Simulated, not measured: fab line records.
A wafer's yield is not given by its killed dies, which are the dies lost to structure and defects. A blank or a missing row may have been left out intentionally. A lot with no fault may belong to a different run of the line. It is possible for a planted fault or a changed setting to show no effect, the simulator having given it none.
A struck lot beside a sound one -- flow n5 finfet -- 18 steps out of a route of 1938
Sound: these wafers, L717.1, L717.4, L717.5. Struck: wafers L722.1, L722.5, L722.6. The cause comes at the end.
Order at every step that has rows: each side's tool, ch and its chambers, its first start. Under that, the readings that differ: sound wafers -- struck wafers -- difference of the means -- sigmas: that difference in standard deviations of wafers without a fault.
alike: readings with means less than 2 such deviations apart, plus words and numbers identical on both sides. not compared: withheld readings, readings lacking a value on some wafer, bounds such as >300 that could conceal the same value, and numbers that have no deviation in the record and whose values overlap.
Wherever a step has rows on one side only, a row that says differs or no value, or a row with sigmas, the two part there. When numbers do not overlap yet have no deviation, they are printed without sigmas and do not part them. A reading missing from all wafers of one side parts the sides only when that side holds two or more wafers.

N5_BEOL_M13_ETCH_38: etches SiCN in CF4/N2, target depth 67.5 nm, time 71.9 s.
  sound on rie diel-01 ch 0,1, day 11 04:31; struck on rie diel-02 ch 1,2,3, day 12 17:33
  alike: drypump motor current A, mfc ar sccm, oes product au, rf vpp V, showerhead plenum p Torr, throttle valve pct
  not compared: rf hours counter h
then, 5 steps without rows for these wafers: N5_BEOL_M13_PRECLEAN_39 (cleans in residue remover, time 60 s); N5_BEOL_M13_SRD_40 (time 30 s, dry time 30 s); N5_BEOL_M13_DEGAS_41 (time 60 s); N5_BEOL_M13_PRE_CLEAN_42 (time 30 s); N5_BEOL_M13_SPUTTER_43 (material TaN, target thk 15 nm, time 24.19 s).
N5_BEOL_M13_SPUTTER_44: material Ta, target thk 10 nm, time 16.13 s.
  sound: pvd sputter-01 at day 11 05:25; struck: pvd sputter-03 at day 12 19:58
  alike: susceptor temp C, throttle valve pct
then, 2 steps without rows for these wafers: N5_BEOL_M13_SPUTTER_45 (material Cu, target thk 80 nm, time 13.33 s); N5_BEOL_M13_ECD_47 (material Cu, target thk 936 nm).
N5_BEOL_M13_ANNEAL_48: time 90 s.
  sound on rtp anneal-02 ch 0, day 11 06:07; struck on rtp anneal-01 ch 0, day 12 20:19
reading,sound,struck,difference,sigmas
wafer_temp_C_max,226.14 225.65 225.96,225.54 225.31 225.32,-0.53,-2
N5_BEOL_M13_CMP_49: polishes, stops on SiOC, t overpolish 17.1 s, target thk 420 nm.
  sound on cmp-04 ch 0,1,3, day 11 06:28; struck on cmp-03 ch 1,2,3, day 12 20:41
  alike: barrier field endpoint s, clearing platen down force psi, motor current A, overpolish run s, platen rpm
N5_BEOL_M13_THK_MEAS_50: measures by xrf.
  sound: film metro-01 at day 11 06:43; struck: film metro-02 at day 12 20:55
  alike: M13_THK
N5_BEOL_M13_PRE_CLEAN_52: time 15 s.
  sound on pecvd-03 ch 1,2, day 11 06:45; struck on pecvd-03 ch 0,2, day 12 20:57
N5_BEOL_M13_DEP_53: deposits SiCN from 3MS/NH3, target thk 50 nm, time 17.8 s.
  sound on pecvd-03 ch 1,2, day 11 06:47; struck on pecvd-03 ch 0,2, day 12 20:58
reading,sound,struck,difference,sigmas
throttle valve pct (%),16.2 16.1 15.9,19.8 16.2 19.9,+2.6,+2
  alike: showerhead plenum p Torr
N5_BEOL_M13_RS_MEAS_54: a four-point-probe measurement.
  sound: film metro-02 at day 11 06:50; struck: film metro-01 at day 12 21:02
  alike: M13_RS
N5_BEOL_M13_INSPECT_55: inspects for defects (darkfield).
  sound: defect inspect-01 at day 11 06:52; struck: defect inspect-01 at day 12 21:04
reading,sound,struck,difference,sigmas
raw defect count,58 54 68,526 483 473,+434,+17
then, 1 step without rows for these wafers: N5_BEOL_M14_ILD_DEP_00 (deposits SiO2 from TEOS/O2, target thk 1119.3 nm, time 237.4 s).
N5_PASSIVATION_PROBE_49:
  only the struck wafers here have rows in the record (prober-01, day 13 21:55); the sound ones have none

## WHERE THEY PART
At N5_BEOL_M13_ANNEAL_48 first; at N5_PASSIVATION_PROBE_49 last (within this record only).

WHY: the cause the simulator had injected
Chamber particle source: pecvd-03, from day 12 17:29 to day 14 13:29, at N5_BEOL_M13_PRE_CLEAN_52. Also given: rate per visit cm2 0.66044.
